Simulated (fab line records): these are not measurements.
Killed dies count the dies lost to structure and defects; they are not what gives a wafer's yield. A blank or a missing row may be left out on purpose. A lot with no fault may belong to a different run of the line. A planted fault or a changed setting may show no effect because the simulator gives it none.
Matching of chambers | flow n5Finfet | N5_BEOL_M1_DESCUM_16 on rieDiel-01: 4 sister chambers
The step chemistry O2, time 7 s. 18 wafers are shown with their chamber, then 9 later ones without.

## WAFERS PAIRED WITH THEIR CHAMBERS
wafer  | chamber | showerheadPlenumPTorr (Torr) | throttleValvePct (%) | oesProductAu (a.u.)
L074.3 | 0       | 2.08                         | 20.7                 | 0.70
L074.5 | 1       | 2.12                         | 20.6                 | 0.70
L074.6 | 3       | 2.10                         | 20.7                 | 0.79
L076.1 | 0       | 2.08                         | 20.7                 | 0.71
L076.4 | 1       | 2.12                         | 20.6                 | 0.70
L076.6 | 0       | 2.08                         | 20.7                 | 0.70
L081.2 | 0       | 2.07                         | 20.7                 | 0.70
L081.4 | 3       | 2.09                         | 20.7                 | 0.79
L081.6 | 3       | 2.09                         | 20.7                 | 0.78
L084.1 | 2       | 2.20                         | 20.7                 | 0.73
L084.2 | 0       | 2.07                         | 20.7                 | 0.71
L084.5 | 2       | 2.20                         | 20.7                 | 0.73
L090.2 | 1       | 2.11                         | 20.2                 | 0.94
L090.3 | 2       | 2.19                         | 20.7                 | 0.71
L090.5 | 1       | 2.11                         | 20.2                 | 0.93
L091.3 | 2       | 2.19                         | 20.7                 | 0.71
L091.4 | 1       | 2.11                         | 20.3                 | 0.93
L091.6 | 0       | 2.07                         | 20.8                 | 0.68

SIGNATURES (averages over the wafers above)
reading               | chamber 0 | chamber 1 | chamber 2 | chamber 3 | scatter within a chamber
showerheadPlenumPTorr | 2.0750    | 2.1140    | 2.1950    | 2.0933    | 0.00558
throttleValvePct      | 20.717    | 20.380    | 20.700    | 20.700    | 0.112
oesProductAu          | 0.7000    | 0.8400    | 0.7200    | 0.7867    | 0.0689
Rule: for a wafer and a chamber, the distance is found by dividing, reading by reading, the gap between the wafer's reading and the chamber's mean by the reading's scatter, squaring, summing and taking the root. If the next closest chamber is less than 2 further off than the closest, the wafer can't be placed; otherwise it belongs to the closest. The scatter: the root of (the sum of the squares of (reading less its chamber's mean) over the shown wafers, divided by (wafers less chambers)).

## WAFERS MISSING THEIR CHAMBER
wafer  | showerheadPlenumPTorr (Torr) | throttleValvePct (%) | oesProductAu (a.u.)
L093.1 | 2.11                         | 20.2                 | 0.92
L093.4 | 2.19                         | 20.7                 | 0.71
L093.6 | 2.19                         | 20.7                 | 0.71
L092.2 | 2.11                         | 20.3                 | 0.92
L092.4 | 2.09                         | 20.8                 | 0.76
L092.6 | 2.11                         | 20.2                 | 0.92
L097.2 | 2.08                         | 20.8                 | 0.75
L097.4 | 2.11                         | 20.3                 | 0.90
L097.5 | 2.08                         | 20.8                 | 0.75

## WHICH CHAMBER EACH WENT THROUGH
wafer  | from the rows above     | in truth
L093.1 | 1                       | 1
L093.4 | 2                       | 2
L093.6 | 2                       | 2
L092.2 | 1                       | 1
L092.4 | can't be placed: 3 or 0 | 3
L092.6 | 1                       | 1
L097.2 | can't be placed: 0 or 3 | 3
L097.4 | 1                       | 1
L097.5 | can't be placed: 0 or 3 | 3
6 of 9 placed correctly. Unplaceable from these rows: 3, with the true chamber sitting among the candidates in 3. Placed wrongly: 0.
